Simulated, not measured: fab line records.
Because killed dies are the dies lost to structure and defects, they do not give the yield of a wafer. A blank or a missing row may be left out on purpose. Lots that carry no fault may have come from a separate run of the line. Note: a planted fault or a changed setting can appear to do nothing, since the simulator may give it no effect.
Split-lot study + flow n5-finfet + 21 wafers read from 7 lots, route of 1938 steps

## THE SPLIT ITSELF
At N5_BEOL_M2_EXPOSE_08 (exposes mask M2), the setting dose-mj was moved away from the recipe's 41.25 on 5 of the 21 wafers read, by -7.3% to +6.1%. This setting was run at the recipe's value on the other wafers.

## FROM THE SPLIT TO THE READING: what the file shows between them, 10 steps
- N5_BEOL_M2_PEB_09: peb time 60 s
- N5_BEOL_M2_DEVELOP_10: develop time 30 s
- N5_BEOL_M2_CD_MEAS_11: target cd 16.79 nm
- N5_BEOL_M2_DESCUM_16: chemistry O2, time 7 s
- N5_BEOL_M2_ETCH_74: etches underlayer in N2/H2, target depth 6.5 nm, time 5.2 s
- N5_BEOL_M2_ETCH_63: etches SiARC in CF4, target depth 15.6 nm, time 26 s
- N5_BEOL_M2_ETCH_64: etches SOC in N2/H2, target depth 75 nm, overetch 22.5 nm, time 121.9 s
- N5_BEOL_M2_STRIP_65: strips in N2/H2
- N5_BEOL_M2_HM_OPEN_17: chemistry Cl2/BCl3, target TiN, target depth 20 nm, overetch 6 nm
- N5_BEOL_M2_STRIP_19: strips in O2

## THE READING
cd-nm, in nm, at N5_BEOL_M2_CD_MEAS_18 (pitch 36 nm, target cd 18 nm). Fault-free wafers of this fab line usually give 17.9 nm, standard deviation 0.35 nm.

| wafer  | tool, chamber at the split | dose-mj as run | against the recipe | cd-nm, nm | against lot-mates on the recipe |
|--------|----------------------------|----------------|--------------------|-----------|---------------------------------|
| L074.1 | euv-scanner-02, 0          | 41.25          | recipe             | 18.4      | -                               |
| L074.2 | euv-scanner-02, 0          | 41.25          | recipe             | 17.9      | -                               |
| L074.4 | euv-scanner-02, 0          | 43.77          | +6.1%              | 19.3      | +1.2                            |
| L076.1 | euv-scanner-02, 0          | 41.25          | recipe             | 17.3      | -                               |
| L076.3 | euv-scanner-02, 0          | 41.25          | recipe             | 17.5      | -                               |
| L076.4 | euv-scanner-02, 0          | 41.25          | recipe             | 17.6      | -                               |
| L078.2 | euv-scanner-01, 0          | 41.25          | recipe             | 18.3      | -                               |
| L078.3 | euv-scanner-01, 0          | 41.25          | recipe             | 17.9      | -                               |
| L078.4 | euv-scanner-01, 0          | 39.82          | -3.5%              | 17.2      | -0.9                            |
| L082.3 | euv-scanner-02, 0          | 42.55          | +3.2%              | 18.8      | +1.1                            |
| L082.5 | euv-scanner-02, 0          | 42.55          | +3.2%              | 18.6      | +0.9                            |
| L082.6 | euv-scanner-02, 0          | 41.25          | recipe             | 17.7      | -                               |
| L090.1 | euv-scanner-01, 0          | 41.25          | recipe             | 17.7      | -                               |
| L090.4 | euv-scanner-01, 0          | 41.25          | recipe             | 18.3      | -                               |
| L090.6 | euv-scanner-01, 0          | 41.25          | recipe             | 17.3      | -                               |
| L089.1 | euv-scanner-02, 0          | 41.25          | recipe             | 17.9      | -                               |
| L089.2 | euv-scanner-02, 0          | 41.25          | recipe             | 17.9      | -                               |
| L089.5 | euv-scanner-02, 0          | 41.25          | recipe             | 17.9      | -                               |
| L094.2 | euv-scanner-02, 0          | 41.25          | recipe             | 18.1      | -                               |
| L094.4 | euv-scanner-02, 0          | 38.24          | -7.3%              | 16.5      | -1.4                            |
| L094.5 | euv-scanner-02, 0          | 41.25          | recipe             | 17.7      | -                               |

THE FIT
A straight line over all 21 wafers: cd-nm changes by +0.215 nm for each +1% of dose-mj; r = +0.87; the points scatter about the line by 0.31 nm.
The same after taking each lot's own level away (the mean of its wafers on the recipe; 21 wafers): +0.217 nm for each +1%; r = +0.91; scatter 0.24 nm.
The reading moves by 1.6 nm for the largest change in dose-mj, on that fit.
Across the lots, their own levels run from 17.47 to 18.15 nm, a range of 2.0 times the standard deviation given above.
The two slopes agree, so the slope changes little with the lot-to-lot level.
Check: -1.72 nm against its lot-mates is what the line predicts for one of the wafers moved furthest among these (-7.3%) when that wafer is left out of the fit. It came out at -1.4 nm against them.

## OTHER SPLITS ON THESE WAFERS
These wafers also went through other splits before the reading. Each is held against what the fit with the lots' levels taken away leaves over:
| other split on the same wafers  | wafers away from the commonest value | r with cd-nm (lot level and that fit taken away) |
|---------------------------------|--------------------------------------|--------------------------------------------------|
| N5_BEOL_M0_SAQP_ETCH_107 bias-w | 6                                    | -0.15                                            |
| N5_BEOL_M1_ILD_DEP_00 time-s    | 6                                    | +0.16                                            |
| N5_BEOL_M1_COAT_62 spin-rpm     | 7                                    | +0.00                                            |
| N5_BEOL_M2_COAT_73 spin-rpm     | 8                                    | +0.09                                            |

## THE WHOLE CHAIN: every reading that the file lists as answering this split, in the file's order
| step                  | what it does                                                | reading                                                               | change (the file's fit)               | r (the file's) |
|-----------------------|-------------------------------------------------------------|-----------------------------------------------------------------------|---------------------------------------|----------------|
| N5_BEOL_M2_CD_MEAS_11 | target cd 16.79 nm                                          | cd-nm                                                                 | +0.183 nm for each +1% of the setting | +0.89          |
| N5_BEOL_M2_ETCH_74    | etches underlayer in N2/H2, target depth 6.5 nm, time 5.2 s | BEOL_M2.cd-offset-nm (the simulator's own value, which no gauge read) | +0.186 nm for each +1% of the setting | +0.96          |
| N5_BEOL_M2_ETCH_63    | etches SiARC in CF4, target depth 15.6 nm, time 26 s        | BEOL_M2.cd-offset-nm (the simulator's own value, which no gauge read) | +0.176 nm for each +1% of the setting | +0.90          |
| N5_BEOL_M2_CD_MEAS_18 | pitch 36 nm, target cd 18 nm                                | cd-nm                                                                 | +0.204 nm for each +1% of the setting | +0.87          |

## FILE'S OWN FIT
cd-nm changes by +0.204 nm for each +1% of dose-mj, r = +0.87.
